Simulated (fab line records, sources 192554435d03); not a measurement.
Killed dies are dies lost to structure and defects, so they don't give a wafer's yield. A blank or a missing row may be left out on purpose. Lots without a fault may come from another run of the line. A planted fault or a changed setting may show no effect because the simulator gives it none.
One fault seen from 2 desks | flow n5_finfet | each desk has only its own numbers; what lay behind them comes last

THE TOOL OWNER'S DESK: epi_rpcvd-04
The tool's own readings at N5_WELL_APT_EPI_41 (deposits Si from SiH4/H2, target thk 50 nm, time 297.7 s): means of the sampled wafers that have a number, for each lot that ran on this tool. A lot is out of limits, marked OUT, if its mean lies more than 4 standard deviations from the usual mean; the brackets give that distance.
Columns: A = chamber_pressure_Torr at N5_WELL_APT_EPI_41, usual 20.00 Torr; B = run_length_s at N5_WELL_APT_EPI_41, usual 357.3 s; C = throttle_valve_pct at N5_WELL_APT_EPI_41, usual 11.05 %
lot  | first seen here | A     | B               | C
L144 | day 1 22:14     | 20.04 | 358.2           | 11.06
L150 | day 3 10:58     | 19.95 | 357.1           | 11.19
L159 | day 5 16:07     | 20.02 | 536.7 (+64) OUT | 11.04
L160 | day 5 22:40     | 19.99 | 544.1 (+67) OUT | 11.02
This desk's finding: out of limits on L159, L160; first on L159, day 5 16:07 (run_length_s at N5_WELL_APT_EPI_41). In limits: L144, L150.

THE METROLOGY DESK
What the gauges read, lot by lot, whatever tool the lot ran on: means of the sampled wafers that have a number. A lot is out of limits, marked OUT, if its mean lies more than 4 standard deviations from the usual mean; the brackets give that distance. Of its 18 readings 7 are shown: the one that was out of limits first, and those that lie furthest out on some lot.
Columns: A = CJ_N at N5_BEOL_M4_RC_MEAS_101, usual 4.29; B = CJ_P at N5_BEOL_M4_RC_MEAS_101, usual 5.83; C = IOFF_N at N5_BEOL_M4_RC_MEAS_101, usual 0.16 nA/um; D = IOFF_N_85C at N5_BEOL_M4_RC_MEAS_101, usual 3.1 nA/um; E = RS_PWELL at N5_BEOL_M4_RC_MEAS_101, usual 2998 ohm/sq; F = SS_N at N5_BEOL_M4_RC_MEAS_101, usual 71.6 mV/dec; G = SS_P at N5_BEOL_M4_RC_MEAS_101, usual 73.3 mV/dec
lot  | first seen here | A              | B              | C              | D              | E              | F              | G
L146 | day 10 10:26    | 4.24           | 5.69           | 0.15           | 3.0            | 2973           | 71.4           | 73.5
L144 | day 10 11:23    | 4.32           | 6.03           | 0.13           | 2.6            | 3008           | 71.2           | 72.8
L150 | day 11 12:28    | 4.35           | 5.78           | 0.19           | 3.7            | 3007           | 71.7           | 74.2
L160 | day 13 20:44    | 2.59 (-21) OUT | 2.25 (-20) OUT | 1.03 (+27) OUT | 15.0 (+22) OUT | 2393 (-28) OUT | 87.4 (+25) OUT | 79.7 (+9.6) OUT
L159 | day 13 21:56    | 2.56 (-21) OUT | 2.22 (-20) OUT | 0.80 (+20) OUT | 11.9 (+17) OUT | 2384 (-28) OUT | 84.4 (+20) OUT | 79.0 (+8.5) OUT
L161 | day 14 11:29    | 4.38           | 5.87           | 0.17           | 3.2            | 3007           | 71.3           | 73.0
L164 | day 15 14:51    | 4.27           | 5.87           | 0.13           | 2.5            | 2967           | 71.0           | 73.0
L166 | day 16 21:25    | 4.44           | 6.09           | 0.16           | 3.1            | 3031           | 72.3           | 72.9
This desk's finding: out of limits on L159, L160; first on L160, day 13 20:44 (CJ_N at N5_BEOL_M4_RC_MEAS_101). In limits: L146, L144, L150, L161, L164, L166.

PUT TOGETHER
The tool owner's desk could have raised an alarm at day 5 16:07, on L159, L160.
The metrology desk could have raised an alarm at day 13 20:44, on L159, L160.
Of the lots named, all ran N5_WELL_APT_EPI_41 on epi_rpcvd-04.

WHAT THE SIMULATOR HAD PUT IN
Process parameter drift: epi_rpcvd-04, from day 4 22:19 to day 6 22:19, at N5_WELL_APT_EPI_41. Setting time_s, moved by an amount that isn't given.
Lots struck among those shown: L159, L160.
Hours from the fault's start to each desk's first reading out of limits: the tool owner's desk, 18; the metrology desk, 214.
